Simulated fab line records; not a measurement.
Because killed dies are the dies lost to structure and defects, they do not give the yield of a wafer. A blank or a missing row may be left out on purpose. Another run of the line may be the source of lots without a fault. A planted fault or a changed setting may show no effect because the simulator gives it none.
Chamber matching -- flow n5_finfet -- 4 sister chambers for N5_STI_FIN_REVEAL_ALD_14 on ald_sin-01
The step deposits Si3N4, target thk 3 nm. 8 wafers are shown with their chamber, then 12 later ones without.

WAFERS, EACH WITH ITS CHAMBER
wafer,chamber,heater_power_w (W)
L082.3,2,871
L084.3,1,913
L084.4,2,864
L085.4,0,884
L085.6,3,910
L086.1,1,917
L086.3,0,927
L086.5,3,925

WAFERS MISSING THEIR CHAMBER
wafer,heater_power_w (W)
L093.1,910
L093.3,881
L093.6,901
L095.1,930
L095.3,918
L095.4,917
L096.1,913
L096.3,865
L096.5,948
L097.1,915
L097.3,889
L097.5,904

EACH ONE'S CHAMBER
wafer,from the rows above,in truth
L093.1,can't be placed: 0 or 1 or 3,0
L093.3,can't be placed: 2 or 0 or 1 or 3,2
L093.6,can't be placed: 0 or 1 or 3 or 2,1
L095.1,can't be placed: 3 or 1 or 0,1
L095.3,can't be placed: 3 or 1 or 0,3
L095.4,can't be placed: 3 or 1 or 0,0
L096.1,can't be placed: 1 or 3 or 0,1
L096.3,2,2
L096.5,can't be placed: 3 or 1 or 0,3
L097.1,can't be placed: 1 or 3 or 0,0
L097.3,can't be placed: 0 or 2 or 1 or 3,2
L097.5,can't be placed: 0 or 1 or 3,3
Placed correctly: 1 of 12. Can't be placed from these rows: 11 (the true chamber is among the candidates in 11). Number placed wrongly: 0.
How it was worked out, from the rows above alone: a wafer's distance from a chamber is the root of the sum, over the readings, of the square of ((its reading less the chamber's mean) divided by the reading's scatter). The wafer belongs to the nearest chamber; if the next one is less than 2 further off, it can't be placed. Each chamber's mean is taken over the wafers shown for it. The scatter: the root of (the sum of the squares of (reading less its chamber's mean) over the shown wafers, divided by (wafers less chambers)).
